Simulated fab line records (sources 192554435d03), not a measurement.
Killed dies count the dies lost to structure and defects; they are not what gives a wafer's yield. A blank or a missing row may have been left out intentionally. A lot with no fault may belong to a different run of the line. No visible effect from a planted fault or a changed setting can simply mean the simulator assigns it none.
Struck lot and sound lot, side by side | flow n5 finfet | 16 out of 1938 route steps
Sound: these wafers, L402.2, L402.4, L402.6. Struck: wafers L414.2, L414.6. (L414.3 of the same lot was not struck and is left out.) The cause comes at the end.
Per side, at each step with rows, come the tool, then ch with its chambers, and then its first start. Under that, the readings that differ: sound wafers | struck wafers | difference of the means | sigmas: that difference in standard deviations of wafers without a fault.
alike: readings with means less than 2 such deviations apart, plus words and numbers identical on both sides. not compared: withheld readings, readings lacking a value on some wafer, bounds such as >300 that could conceal the same value, and numbers that have no deviation in the record and whose values overlap.
The two part at a step that has a row with sigmas, a row that says differs or no value, or rows on one side only. Numbers that have no deviation but don't overlap get no sigmas and don't part them. A reading that every wafer of one side lacks parts them only if that side has two wafers or more.

first, 3 steps without rows for these wafers: N5_FIN_SAQP_EXPOSE_13 (exposes mask FIN CORE, target cd 35.6 nm); N5_FIN_SAQP_PEB_14 (peb time 60 s); N5_FIN_SAQP_DEVELOP_15 (develop time 30 s).
N5_FIN_SAQP_CD_MEAS_16: the cd target is 35.6 nm.
  sound on cd sem-02 ch 0, day 1 21:18; struck on cd sem-01 ch 0, day 4 22:05
  alike: cd nm
N5_FIN_SAQP_OVL_MEAS_17:
  sound on overlay-01 ch 0, day 1 21:20; struck on overlay-01 ch 0, day 4 22:07
  alike: FIN_CORE_OVL
N5_FIN_SAQP_INSPECT_18: inspects for defects (brightfield).
  sound on defect inspect-02, day 1 21:22; struck on defect inspect-02, day 4 22:08
  alike: raw defect count
N5_FIN_SAQP_DESCUM_21: chemistry O2, time 7.9 s.
  sound on rie diel-06 ch 1,2, day 1 21:23; struck on rie diel-06 ch 0,2, day 4 22:11
  alike: drypump motor current A, oes product au, rf vpp V, showerhead plenum p Torr, throttle valve pct
  not compared: rf hours counter h
N5_FIN_SAQP_ETCH_51: etches SiARC in CF4, target depth 45.5 nm, time 75.8 s.
  sound on rie diel-06 ch 1,2, day 1 21:26; struck on rie diel-06 ch 0,2, day 4 22:13
  reading               | sound          | struck    | difference | sigmas
  etch rf on time s (s) | 73.2 72.7 72.0 | 74.5 77.9 | +3.6       | +2
  alike: bias w, drypump motor current A, oes product au, rf vpp V, showerhead plenum p Torr, throttle valve pct
  not compared: rf hours counter h
N5_FIN_SAQP_ETCH_52: etches SOC in N2/H2, target depth 100 nm, overetch 20 nm, time 150 s.
  sound on rie diel-06 ch 1,2, day 1 21:32; struck on rie diel-06 ch 0,2, day 4 22:16
  alike: bias w, drypump motor current A, oes product au, rf vpp V, showerhead plenum p Torr, throttle valve pct
  not compared: rf hours counter h
then, 1 step without rows for these wafers: N5_FIN_SAQP_STRIP_53 (strips in N2/H2).
N5_FIN_SAQP_HM_OPEN_73: chemistry CHF3/O2, target SiO2, stops on a-Si, target depth 12 nm, time 16.8 s.
  sound on rie diel-06 ch 1,2, day 1 21:41; struck on rie diel-06 ch 0,2, day 4 22:22
  alike: bias w, drypump motor current A, oes product au, rf vpp V, showerhead plenum p Torr, throttle valve pct
  not compared: rf hours counter h
then, 1 step without rows for these wafers: N5_FIN_SAQP_STRIP_74 (strips in CHF3/O2).
N5_FIN_SAQP_MANDREL_ETCH_22: etches a-Si in HBr/Cl2, stops on SiNx, target depth 60 nm, bt time 10 s, time 30 s.
  sound on rie si-06 ch 0,1,3, day 1 21:49; struck on rie si-01 ch 3, day 4 22:28
  reading                                   | sound             | struck          | difference | sigmas
  oes product au (a.u.)                     | 0.738 0.768 0.788 | 0.802 0.800     | +0.036     | +2
  over etch frac                            | 0.5 0.5 0.5       | 0.44336 0.44336 | -0.05664   |
  model.SOC_of_FIN_SAQP_COAT_49.thk nm (nm) | 75.92 76.27 76.4  | 76.98 77.16     | +0.87      |
  alike: bias w, drypump motor current A, throttle valve pct
  not compared: rf hours counter h
N5_FIN_SAQP_STRIP_55: strips in N2/H2.
  sound on rie diel-06 ch 1,2, day 1 21:54; struck on rie diel-06 ch 1,2, day 4 22:34
  reading      | sound             | struck      | difference | sigmas
  rf vpp V (V) | 123.1 122.9 119.0 | 126.0 123.1 | +2.9       | +2
  alike: drypump motor current A, oes product au, showerhead plenum p Torr, throttle valve pct
  not compared: rf hours counter h
-- the record jumps here: 7 days lie between the struck wafers' starts before and after (it left off in module FIN_SAQP and takes up again in module BEOL_M4, whose first step shown is number 1111 of the route) --
N5_BEOL_M4_RC_MEAS_101:
  sound on prober-01 ch 0, day 9 13:10; struck on prober-02 ch 0, day 12 07:17
  alike: DIBL_N, DIBL_P, IOFF_N, IOFF_P, ION_N, ION_P, SS_N, SS_P, VT_N, VT_P
N5_PASSIVATION_PROBE_49:
  rows exist in the record for the sound wafers here (prober-02, day 13 22:31), none for the struck ones

WHERE THEY PART
Earliest at N5_FIN_SAQP_ETCH_51; latest, in this record, at N5_PASSIVATION_PROBE_49.

WHY: what the simulator had put in
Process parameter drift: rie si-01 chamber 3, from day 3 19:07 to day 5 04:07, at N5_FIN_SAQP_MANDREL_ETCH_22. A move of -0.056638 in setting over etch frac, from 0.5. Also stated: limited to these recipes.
